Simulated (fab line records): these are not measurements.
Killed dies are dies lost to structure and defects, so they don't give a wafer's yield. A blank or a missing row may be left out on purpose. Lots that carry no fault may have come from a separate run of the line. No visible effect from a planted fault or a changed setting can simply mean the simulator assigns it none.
fab line records -- flow nandHarc -- part 1 of 2: steps 1 to 4 of 6
record lots=21, wafers=63, lastDay=34
route steps=1302 shown A_CHANNEL_HOLE_D2@587 A_STAIRCASE@677
lots that met no fault: taken from a fault-free run of the same line
startH: start of the lot's first displayed wafer, in hours after the record's first day -- waitH: hours since the lot's step before -- " unchanged from the row above -- L1.1+2: one row covering several wafers at once -- - no value present, or no start provided -- * or withheld: withheld -- < > ~ a bound
route shown NAME@n: a module of which the file shows steps, and the number in the route of the first -- usual: mean/standard deviation taken from wafers without a fault -- same: alike in all rows -- chamber/n: place in a boat -- sites: the reading at each site -- _std_site: standard deviation across them -- _edge_site: outer sites' mean less inner sites' -- radiusMm: how far each site lies from the wafer's centre -- mask NAME#n: copy n -- behind: the tool/chamber that last shaped the wafer -- hold: cause of the lot's hold/its duration in hours/its outcome -- device: which transistor (n, p or np) failed to switch -- end of line: the tests these same wafers got at the end of their route -- a step without rows: its recipe alone -- killed: not the wafer's yield, but the dies lost to structure and defects at the first sort -- map: shows each die of a wafer: x if killed, . if not, _ if none is there
set.NAME: the setting as run; set.NAME@STEP: as run at that earlier step -- model.NAME: the simulator's own value behind a step, which no gauge read
route steps across a sampled set of lots; one table per step, one row per wafer
services: when a tool's chamber went out of use (startH, in hours from the record's first day, below 0 if earlier), for how many hours, and the reason
## steps
# step NHARC_A_CHANNEL_HOLE_D2_ETCH_39
# recipe targetDepthA=2600, overEtchFrac=0.3, timeS=325, ionEnergyEv=200, n2FlowSccm=150, h2FlowSccm=150, arFlowSccm=0, rfW=400, biasW=150, chemistry=N2/H2
# usual drypumpMotorCurrentA=5.8/0.41, oesProductAu=1.001/0.0088, rfVppV=430.0/2.1, showerheadPlenumPTorr=2.02/0.066, throttleValvePct=14.172/0.0096
# same overEtchFrac=0.3
lot.wafer,tool,chamber,startH,waitH,drypumpMotorCurrentA,oesProductAu,rfHoursCounterH,rfVppV,showerheadPlenumPTorr,throttleValvePct
L074.3,rieDiel-05,1,-,-,6.0,1.007,2,428.9,1.98,14.184
L074.1,rieDiel-05,3,-,-,5.1,0.991,3,430.9,2.05,14.166
L074.5,rieDiel-05,1,-,-,6.0,1.011,-,428.9,1.98,14.170
L075.3,rieDiel-03,3,-,-,5.9,1.008,0,433.1,2.15,14.167
L075.1,rieDiel-03,1,-,-,5.8,1.000,0,432.1,2.07,14.177
L075.4,rieDiel-03,2,-,-,5.7,0.997,0,432.6,2.10,14.176
L076.4,rieDiel-05,1,-,-,6.0,1.005,3,429.7,1.98,14.173
L076.1,rieDiel-05,2,-,-,5.8,1.012,4,429.2,1.95,14.168
L076.6,rieDiel-05,2,-,-,5.8,1.010,-,429.4,1.95,14.174
L078.3,rieDiel-05,1,-,-,6.0,1.003,4,427.3,1.98,14.176
L078.4,rieDiel-05,2,-,-,5.8,1.011,4,427.5,1.95,14.166
L078.6,rieDiel-05,1,-,-,6.0,1.007,-,428.7,1.98,14.174
L079.4,rieDiel-07,1,-,-,6.4,1.007,2,429.0,1.98,14.160
L079.1,rieDiel-07,2,-,-,6.5,1.004,2,432.1,2.11,14.169
L079.5,rieDiel-07,0,-,-,5.8,1.000,-,428.8,1.98,14.160
L077.3,rieDiel-03,1,-,-,5.7,0.994,2,431.4,2.07,14.171
L077.6,rieDiel-03,2,-,-,5.7,1.003,-,432.5,2.10,14.159
L077.5,rieDiel-03,3,-,-,5.9,1.011,-,434.2,2.15,14.178
L080.2,rieDiel-05,3,-,-,5.2,0.987,6,431.0,2.05,14.162
L080.4,rieDiel-05,2,-,-,5.8,0.997,6,427.4,1.95,14.164
L080.6,rieDiel-05,0,-,-,5.0,0.998,-,427.7,1.94,14.185
L081.4,rieDiel-07,2,-,-,6.5,1.008,4,432.3,2.11,14.179
L081.3,rieDiel-07,3,-,-,5.8,1.005,3,430.0,1.99,14.163
L081.5,rieDiel-07,2,-,-,6.4,1.012,-,431.5,2.11,14.178
L082.3,rieDiel-07,3,-,-,5.8,0.990,3,428.7,1.99,14.160
L082.5,rieDiel-07,2,-,-,6.4,0.997,-,432.4,2.11,14.179
L082.6,rieDiel-07,3,-,-,5.8,0.990,-,429.9,1.99,14.169
L084.2,rieDiel-07,2,-,-,6.5,1.017,7,431.5,2.11,14.177
L084.3,rieDiel-07,0,-,-,5.8,1.006,7,429.1,1.98,14.180
L084.6,rieDiel-07,2,-,-,6.4,1.015,-,433.0,2.11,14.165
L086.2,rieDiel-07,2,-,-,6.4,1.004,9,431.9,2.11,14.159
L086.6,rieDiel-07,3,-,-,5.8,0.994,-,427.5,1.99,14.178
L086.5,rieDiel-07,0,-,-,5.8,0.999,-,428.7,1.98,14.176
L087.3,rieDiel-03,2,-,-,5.7,0.989,8,432.4,2.10,14.184
L087.2,rieDiel-03,3,-,-,5.9,0.999,8,434.6,2.14,14.174
L087.6,rieDiel-03,2,-,-,5.7,0.993,-,432.9,2.10,14.178
L089.3,rieDiel-07,1,-,-,6.4,0.994,9,429.3,1.98,14.165
L089.4,rieDiel-07,2,-,-,6.4,1.003,11,432.4,2.11,14.171
L089.5,rieDiel-07,1,-,-,6.4,0.999,-,429.1,1.98,14.189
L088.4,rieDiel-03,2,-,-,5.7,1.005,10,431.2,2.10,14.177
L088.3,rieDiel-03,3,-,-,5.9,1.015,10,432.8,2.14,14.162
L088.6,rieDiel-03,3,-,-,5.9,1.011,-,433.5,2.14,14.168
L091.4,rieDiel-07,2,-,-,6.5,1.012,11,431.5,2.11,14.151
L091.1,rieDiel-07,1,-,-,6.4,0.992,10,429.8,1.98,14.173
L091.6,rieDiel-07,2,-,-,6.5,1.008,-,432.3,2.11,14.164
L090.2,rieDiel-03,2,-,-,5.7,1.016,11,433.3,2.09,14.180
L090.3,rieDiel-03,3,-,-,5.9,1.003,10,434.0,2.14,14.168
L090.6,rieDiel-03,2,-,-,5.7,0.999,-,431.0,2.09,14.183
L093.2,rieDiel-05,3,-,-,5.1,0.991,3,431.5,2.05,14.167
L093.4,rieDiel-05,0,-,-,5.1,0.986,3,426.0,1.94,14.175
L093.3,rieDiel-05,1,-,-,6.0,0.985,3,429.7,1.97,14.176
L094.5,rieDiel-05,0,-,-,5.0,0.987,-,427.4,1.94,14.182
L094.6,rieDiel-05,1,-,-,6.0,0.989,-,425.3,1.97,14.156
L094.4,rieDiel-05,3,-,-,5.1,0.989,-,431.4,2.04,14.156
L095.4,rieDiel-03,2,-,-,5.8,1.003,2,431.9,2.09,14.171
L095.2,rieDiel-03,0,-,-,5.9,1.017,2,428.7,1.97,14.155
L095.5,rieDiel-03,2,-,-,5.7,0.997,-,431.3,2.09,14.168
L096.4,rieDiel-07,1,-,-,6.4,1.007,1,428.7,1.98,14.176
L096.1,rieDiel-07,3,-,-,5.8,0.983,1,430.1,1.98,14.168
L096.5,rieDiel-07,0,-,-,5.8,1.001,-,430.0,1.97,14.179
L097.3,rieDiel-05,2,-,-,5.8,1.006,5,426.4,1.95,14.171
L097.1,rieDiel-05,3,-,-,5.1,0.980,6,431.6,2.04,14.178
L097.5,rieDiel-05,1,-,-,6.0,0.992,-,429.4,1.97,14.169
# step NHARC_A_CHANNEL_HOLE_D2_ETCH_21
# recipe biasV=3000, sourceW=withheld, pressureMtorr=20, timeS=514.3, arFlowSccm=375, c4f8FlowSccm=89.3, o2FlowSccm=35.7, tempC=-20, targetDepthA=16000, chemistry=C4F8/O2/Ar
# usual drypumpMotorCurrentA=5.8/0.31, oesAirLineAu=0.995/0.02, showerheadPlenumPTorr=3.73/0.15, throttleValvePct=32.155/0.0083
lot.wafer,tool,chamber,startH,waitH,drypumpMotorCurrentA,oesAirLineAu,rfHoursCounterH,showerheadPlenumPTorr,throttleValvePct
L074.1,harEtch-02,1,299.16,0.3,5.6,1.006,340,3.60,32.155
L074.3,harEtch-02,1,299.16,0.3,5.6,0.995,-,3.60,32.146
L074.5,harEtch-02,0,299.16,0.3,5.9,1.043,-,3.50,32.141
L075.1,harEtch-01,0,299.93,0.3,5.4,0.985,157,3.69,32.144
L075.3,harEtch-01,0,299.93,0.3,5.3,0.984,-,3.69,32.157
L075.4,harEtch-01,1,299.93,0.3,6.2,0.976,-,3.69,32.157
L076.1,harEtch-01,1,323.45,0.3,6.2,0.988,169,3.69,32.143
L076.4,harEtch-01,0,323.45,0.3,5.4,0.965,-,3.69,32.155
L076.6,harEtch-01,0,323.45,0.3,5.4,0.984,-,3.69,32.158
L078.4,harEtch-01,0,331.88,0.3,5.3,0.990,-,3.68,32.169
L078.3,harEtch-01,1,331.88,0.3,6.2,1.013,-,3.68,32.139
L078.6,harEtch-01,0,331.88,0.3,5.3,0.988,-,3.68,32.149
L079.1,harEtch-02,0,332.28,0.3,5.9,0.991,377,3.49,32.150
L079.4,harEtch-02,1,332.28,0.3,5.6,0.986,-,3.59,32.152
L079.5,harEtch-02,0,332.28,0.3,5.9,0.999,-,3.49,32.157
L077.3,harEtch-01,0,336.12,0.3,5.3,1.001,-,3.68,32.146
L077.5,harEtch-01,1,336.12,0.3,6.3,0.952,-,3.68,32.147
L077.6,harEtch-01,0,336.12,0.3,5.3,1.010,-,3.68,32.169
L080.2,harEtch-02,0,354.04,0.3,5.9,1.009,393,3.48,32.148
L080.4,harEtch-02,1,354.04,0.3,5.6,0.979,-,3.58,32.147
L080.6,harEtch-02,1,354.04,0.3,5.6,1.020,-,3.58,32.152
L081.3,harEtch-02,0,360.68,0.3,5.9,0.977,-,3.48,32.168
L081.4,harEtch-02,1,360.68,0.3,5.6,1.004,-,3.58,32.160
L081.5,harEtch-02,1,360.68,0.3,5.6,1.005,-,3.58,32.165
L082.3,harEtch-02,0,373.07,0.3,5.9,0.977,-,3.47,32.157
L082.5,harEtch-02,1,373.07,0.3,5.6,1.019,-,3.58,32.167
L082.6,harEtch-02,0,373.07,0.3,5.9,0.974,-,3.47,32.151
L084.2,harEtch-01,1,394.05,0.3,6.3,0.998,218,3.66,32.150
L084.3,harEtch-01,1,394.05,0.3,6.2,0.979,-,3.66,32.166
L084.6,harEtch-01,0,394.05,0.3,5.4,0.941,-,3.66,32.160
L086.2,harEtch-02,1,419.80,0.3,5.6,0.992,15,3.92,32.152
L086.6,harEtch-02,1,419.80,0.3,5.6,1.017,-,3.92,32.144
L086.5,harEtch-02,0,419.80,0.3,5.9,1.005,-,3.92,32.143
L087.2,harEtch-02,0,425.65,0.3,5.8,1.005,19,3.92,32.153
L087.3,harEtch-02,0,425.65,0.3,5.9,0.984,-,3.92,32.139
L087.6,harEtch-02,0,425.65,0.3,5.9,1.006,-,3.92,32.162
L089.4,harEtch-02,1,445.19,0.3,5.6,0.974,-,3.92,32.158
L089.3,harEtch-02,0,445.19,0.3,5.9,0.959,-,3.92,32.140
L089.5,harEtch-02,1,445.19,0.3,5.6,0.990,-,3.92,32.163
L088.4,harEtch-02,1,449.36,0.3,5.6,1.034,-,3.92,32.148
L088.3,harEtch-02,0,449.36,0.3,5.9,0.991,-,3.91,32.164
L088.6,harEtch-02,1,449.36,0.3,5.6,1.043,-,3.92,32.155
L091.1,harEtch-01,1,456.26,0.3,6.2,0.981,253,3.64,32.154
L091.4,harEtch-01,0,456.26,0.3,5.3,0.981,-,3.64,32.145
L091.6,harEtch-01,1,456.26,0.3,6.2,1.007,-,3.64,32.143
L090.2,harEtch-02,0,458.36,0.3,5.8,1.023,39,3.91,32.153
L090.3,harEtch-02,1,458.36,0.3,5.6,0.998,-,3.91,32.164
L090.6,harEtch-02,1,458.36,0.3,5.6,1.008,-,3.91,32.148
L093.2,harEtch-01,1,474.33,0.3,6.2,0.969,264,3.64,32.154
L093.3,harEtch-01,0,474.33,0.3,5.4,0.999,-,3.64,32.147
L093.4,harEtch-01,1,474.33,0.3,6.2,0.993,-,3.64,32.146
L094.4,harEtch-02,1,494.39,0.3,5.6,0.966,-,3.90,32.147
L094.5,harEtch-02,1,494.39,0.3,5.6,0.986,-,3.90,32.161
L094.6,harEtch-02,0,494.39,0.3,5.9,0.980,-,3.90,32.151
L095.2,harEtch-02,0,511.51,0.3,5.9,1.020,69,3.89,32.146
L095.4,harEtch-02,1,511.51,0.3,5.6,0.989,-,3.89,32.163
L095.5,harEtch-02,1,511.51,0.3,5.6,0.982,-,3.89,32.172
L096.1,harEtch-01,0,515.04,0.3,5.4,1.010,287,3.62,32.162
L096.4,harEtch-01,1,515.04,0.3,6.2,1.019,-,3.62,32.164
L096.5,harEtch-01,1,515.04,0.3,6.3,1.009,-,3.62,32.161
L097.1,harEtch-01,0,537.68,0.3,5.4,0.981,298,3.62,32.166
L097.3,harEtch-01,1,537.68,0.3,6.2,0.979,-,3.62,32.163
L097.5,harEtch-01,1,537.68,0.3,6.3,0.958,-,3.62,32.160
# step NHARC_A_CHANNEL_HOLE_D2_ETCH_25
# recipe biasV=5000, sourceW=withheld, pressureMtorr=20, timeS=1040.2, arFlowSccm=375, c4f8FlowSccm=93.8, o2FlowSccm=31.2, tempC=-20, targetDepthA=15000, chemistry=C4F8/O2/Ar
# usual drypumpMotorCurrentA=5.8/0.31, oesAirLineAu=0.999/0.021, showerheadPlenumPTorr=3.72/0.15, throttleValvePct=32.235/0.0093
lot.wafer,tool,chamber,startH,waitH,drypumpMotorCurrentA,oesAirLineAu,rfHoursCounterH,showerheadPlenumPTorr,throttleValvePct
L074.1,harEtch-02,1,301.64,0.6,5.6,0.995,342,3.60,32.250
L074.3,harEtch-02,1,301.64,0.6,5.6,0.983,-,3.60,32.237
L074.5,harEtch-02,0,301.64,0.6,5.9,0.991,-,3.49,32.240
L075.1,harEtch-01,0,302.41,0.6,5.4,0.998,160,3.69,32.231
L075.3,harEtch-01,0,302.41,0.6,5.4,0.956,-,3.69,32.225
L075.4,harEtch-01,1,302.41,0.6,6.2,1.020,-,3.69,32.220
L076.1,harEtch-01,1,325.91,0.6,6.2,1.015,171,3.68,32.226
L076.4,harEtch-01,0,325.91,0.6,5.3,1.018,-,3.68,32.223
L076.6,harEtch-01,0,325.91,0.6,5.4,0.967,-,3.68,32.238
L078.4,harEtch-01,0,334.50,0.7,5.4,0.981,-,3.68,32.230
L078.3,harEtch-01,1,334.50,0.7,6.2,1.018,-,3.68,32.234
L078.6,harEtch-01,0,334.50,0.7,5.4,0.980,-,3.68,32.243
L079.1,harEtch-02,0,334.74,0.6,5.8,1.017,380,3.48,32.237
L079.4,harEtch-02,1,334.74,0.6,5.6,0.989,-,3.58,32.226
L079.5,harEtch-02,0,334.74,0.6,5.8,1.014,-,3.48,32.240
L077.3,harEtch-01,0,338.83,0.7,5.4,1.000,-,3.68,32.225
L077.5,harEtch-01,1,338.83,0.7,6.3,0.994,-,3.68,32.242
L077.6,harEtch-01,0,338.83,0.7,5.3,1.004,-,3.68,32.231
L080.2,harEtch-02,0,356.51,0.6,5.9,1.019,395,3.47,32.232
L080.4,harEtch-02,1,356.51,0.6,5.6,0.995,-,3.58,32.245
L080.6,harEtch-02,1,356.51,0.6,5.6,0.994,-,3.58,32.235
L081.3,harEtch-02,0,363.30,0.7,5.9,0.963,-,3.47,32.240
L081.4,harEtch-02,1,363.30,0.7,5.6,0.977,-,3.57,32.237
L081.5,harEtch-02,1,363.30,0.7,5.6,1.026,-,3.57,32.233
L082.3,harEtch-02,0,375.76,0.7,5.9,1.004,-,3.47,32.225
L082.5,harEtch-02,1,375.76,0.7,5.6,0.998,-,3.57,32.226
L082.6,harEtch-02,0,375.76,0.7,5.9,1.019,-,3.47,32.247
L084.2,harEtch-01,1,396.51,0.6,6.3,1.036,221,3.66,32.212
L084.3,harEtch-01,1,396.51,0.6,6.3,0.975,-,3.66,32.234
L084.6,harEtch-01,0,396.51,0.6,5.4,0.998,-,3.66,32.239
L086.2,harEtch-02,1,422.27,0.6,5.6,1.000,18,3.92,32.246
L086.6,harEtch-02,1,422.27,0.6,5.6,1.008,-,3.92,32.241
L086.5,harEtch-02,0,422.27,0.6,5.9,0.973,-,3.92,32.232
L087.2,harEtch-02,0,428.12,0.6,5.9,0.980,22,3.92,32.250
L087.3,harEtch-02,0,428.12,0.6,5.8,0.959,-,3.92,32.246
L087.6,harEtch-02,0,428.12,0.6,5.9,0.978,-,3.92,32.229
L089.4,harEtch-02,1,447.80,0.7,5.6,1.030,-,3.91,32.227
L089.3,harEtch-02,0,447.80,0.7,5.9,1.003,-,3.91,32.212
L089.5,harEtch-02,1,447.80,0.7,5.6,0.995,-,3.91,32.247
L088.4,harEtch-02,1,451.97,0.7,5.6,1.021,-,3.91,32.234
L088.3,harEtch-02,0,451.97,0.7,5.8,0.964,-,3.91,32.243
L088.6,harEtch-02,1,451.97,0.7,5.6,0.995,-,3.91,32.236
L091.1,harEtch-01,1,458.72,0.6,6.2,0.997,255,3.64,32.224
L091.4,harEtch-01,0,458.72,0.6,5.4,1.023,-,3.64,32.240
L091.6,harEtch-01,1,458.72,0.6,6.3,0.991,-,3.64,32.260
L090.2,harEtch-02,0,460.91,0.7,5.8,0.989,41,3.90,32.233
L090.3,harEtch-02,1,460.91,0.7,5.6,0.995,-,3.90,32.246
L090.6,harEtch-02,1,460.91,0.7,5.6,0.990,-,3.90,32.253
L093.2,harEtch-01,1,476.87,0.7,6.2,1.006,267,3.63,32.234
L093.3,harEtch-01,0,476.87,0.7,5.3,0.979,-,3.63,32.220
L093.4,harEtch-01,1,476.87,0.7,6.2,1.022,-,3.63,32.221
L094.4,harEtch-02,1,496.99,0.7,5.6,0.980,-,3.89,32.236
L094.5,harEtch-02,1,496.99,0.7,5.6,0.996,-,3.89,32.242
L094.6,harEtch-02,0,496.99,0.7,5.9,1.023,-,3.89,32.230
L095.2,harEtch-02,0,513.99,0.6,5.8,1.005,72,3.89,32.244
L095.4,harEtch-02,1,513.99,0.6,5.6,1.003,-,3.89,32.236
L095.5,harEtch-02,1,513.99,0.6,5.6,0.999,-,3.89,32.231
L096.1,harEtch-01,0,517.60,0.7,5.3,0.995,290,3.62,32.233
L096.4,harEtch-01,1,517.60,0.7,6.2,0.975,-,3.62,32.229
L096.5,harEtch-01,1,517.60,0.7,6.2,0.994,-,3.62,32.228
L097.1,harEtch-01,0,540.15,0.6,5.3,1.029,301,3.61,32.235
L097.3,harEtch-01,1,540.15,0.6,6.2,0.980,-,3.61,32.240
L097.5,harEtch-01,1,540.15,0.6,6.2,0.984,-,3.61,32.234
# step NHARC_A_STAIRCASE_TRIM_20
# recipe timeS=211.2, o2FlowSccm=500, arFlowSccm=0, biasW=0, chemistry=O2
# usual drypumpMotorCurrentA=5.9/0.51, oesProductAu=1.001/0.011, rfVppV=58.0/0.88, showerheadPlenumPTorr=3.59/0.14, throttleValvePct=17.037/0.0086
lot.wafer,tool,chamber,startH,waitH,drypumpMotorCurrentA,oesProductAu,rfHoursCounterH,rfVppV,showerheadPlenumPTorr,throttleValvePct
L074.1,rieDiel-04,1,356.74,0.1,6.1,0.981,66,58.1,3.29,17.048
L074.3,rieDiel-04,3,356.74,0.1,6.1,1.002,58,59.3,3.74,17.038
L074.5,rieDiel-04,1,356.74,0.1,6.1,0.982,-,57.2,3.29,17.027
L075.3,rieDiel-12,3,357.06,0.1,5.9,1.012,18,55.8,3.68,17.033
L075.1,rieDiel-12,1,357.06,0.1,6.7,0.997,21,57.9,3.65,17.036
L075.4,rieDiel-12,2,357.06,0.1,5.3,0.996,19,57.3,3.39,17.042
L076.1,rieDiel-04,0,380.65,0.1,5.3,1.013,6,58.0,3.46,17.039
L076.4,rieDiel-04,1,380.65,0.1,6.0,0.993,6,58.3,3.80,17.043
L076.6,rieDiel-04,0,380.65,0.1,5.3,1.026,-,58.0,3.46,17.047
L078.3,rieDiel-02,3,389.03,0.1,5.6,1.002,54,59.1,3.64,17.034
L078.4,rieDiel-02,0,389.03,0.1,6.7,0.995,54,58.0,3.64,17.032
L078.6,rieDiel-02,3,389.03,0.1,5.6,1.006,-,59.0,3.64,17.041
L079.4,rieDiel-04,3,392.86,0.1,6.1,1.002,12,56.7,3.73,17.027
L079.1,rieDiel-04,1,392.86,0.1,6.0,0.995,10,59.3,3.80,17.030
L079.5,rieDiel-04,3,392.86,0.1,6.1,0.995,-,58.3,3.73,17.042
L077.3,rieDiel-12,0,393.24,0.2,5.8,0.988,38,57.5,3.29,17.044
L077.5,rieDiel-12,2,393.24,0.2,5.3,1.001,-,58.1,3.38,17.036
L077.6,rieDiel-12,3,393.24,0.2,5.9,1.009,-,57.3,3.67,17.050
L080.2,rieDiel-02,3,413.70,0.1,5.6,1.013,5,56.6,3.63,17.025
L080.4,rieDiel-02,0,413.70,0.1,6.7,0.991,5,58.7,3.63,17.052
L080.6,rieDiel-02,0,413.70,0.1,6.7,0.992,-,57.7,3.63,17.036
L081.4,rieDiel-04,0,424.77,0.1,5.3,1.022,17,56.7,3.46,17.045
L081.3,rieDiel-04,2,424.77,0.1,6.3,0.990,24,59.2,3.79,17.022
L081.5,rieDiel-04,1,424.77,0.1,6.0,0.993,-,58.8,3.80,17.024
L082.3,rieDiel-02,0,431.37,0.1,6.7,0.994,9,57.5,3.63,17.048
L082.5,rieDiel-02,1,431.37,0.1,5.1,0.992,-,58.3,3.52,17.038
L082.6,rieDiel-02,2,431.37,0.1,5.5,0.994,-,57.6,3.54,17.033
L084.2,rieDiel-02,0,453.58,0.1,6.7,0.988,17,58.8,3.63,17.042
L084.3,rieDiel-02,1,453.58,0.1,5.1,1.002,17,57.3,3.52,17.057
L084.6,rieDiel-02,1,453.58,0.1,5.1,1.001,-,57.8,3.52,17.035
L086.2,rieDiel-02,1,478.52,0.1,5.1,0.996,22,59.7,3.52,17.044
L086.5,rieDiel-02,0,478.52,0.1,6.7,0.982,-,57.8,3.62,17.052
L086.6,rieDiel-02,1,478.52,0.1,5.1,0.999,-,58.0,3.52,17.037
L087.2,rieDiel-02,2,486.35,0.1,5.5,0.987,24,57.6,3.53,17.037
L087.3,rieDiel-02,0,486.35,0.1,6.7,0.983,26,58.3,3.62,17.027
L087.6,rieDiel-02,3,486.35,0.1,5.6,0.997,-,58.0,3.62,17.053
L088.3,rieDiel-12,0,504.01,0.1,5.8,1.004,15,58.6,3.80,17.027
L088.6,rieDiel-12,1,504.01,0.1,6.7,0.989,-,59.1,3.62,17.052
L088.4,rieDiel-12,3,504.01,0.1,5.9,1.009,-,58.0,3.65,17.027
L089.3,rieDiel-02,1,505.35,0.1,5.1,0.992,27,57.1,3.51,17.046
L089.4,rieDiel-02,2,505.35,0.1,5.5,1.000,31,57.5,3.53,17.035
L089.5,rieDiel-02,3,505.35,0.1,5.6,0.998,-,59.0,3.62,17.050
L091.1,rieDiel-12,2,515.77,0.1,5.3,1.031,14,57.6,3.37,17.039
L091.4,rieDiel-12,3,515.77,0.1,5.9,1.014,21,57.9,3.65,17.025
L091.6,rieDiel-12,1,515.77,0.1,6.7,1.004,-,59.0,3.62,17.038
L090.2,rieDiel-04,0,516.39,0.1,5.4,1.011,47,56.2,3.44,17.038
L090.3,rieDiel-04,1,516.39,0.1,6.0,0.993,54,58.4,3.78,17.040
L090.6,rieDiel-04,0,516.39,0.1,5.3,1.010,-,57.8,3.44,17.030
L093.4,rieDiel-02,3,532.45,0.1,5.5,1.003,41,57.1,3.61,17.051
L093.2,rieDiel-02,0,532.45,0.1,6.7,0.988,42,58.1,3.61,17.034
L093.3,rieDiel-02,1,532.45,0.1,5.0,1.002,40,56.9,3.51,17.030
L094.4,rieDiel-12,2,552.53,0.1,5.3,1.016,27,57.7,3.36,17.039
L094.6,rieDiel-12,0,552.53,0.1,5.8,1.014,-,58.3,3.79,17.024
L094.5,rieDiel-12,1,552.53,0.1,6.7,1.009,-,57.2,3.61,17.018
L096.4,rieDiel-12,3,569.82,0.1,5.9,1.012,38,58.4,3.64,17.040
L096.1,rieDiel-12,0,569.82,0.1,5.8,1.015,43,57.8,3.78,17.043
L096.5,rieDiel-12,3,569.82,0.1,5.9,1.011,-,58.5,3.64,17.050
L095.2,rieDiel-02,0,570.10,0.1,6.7,0.988,57,57.6,3.60,17.042
L095.4,rieDiel-02,1,570.10,0.1,5.0,0.995,54,57.8,3.50,17.040
L095.5,rieDiel-02,3,570.10,0.1,5.6,1.006,-,57.1,3.61,17.029
L097.3,rieDiel-12,0,593.17,0.1,5.9,1.017,50,57.8,3.78,17.039
L097.1,rieDiel-12,1,593.17,0.1,6.7,1.014,54,58.7,3.60,17.041
L097.5,rieDiel-12,3,593.17,0.1,5.9,1.019,-,58.7,3.64,17.036
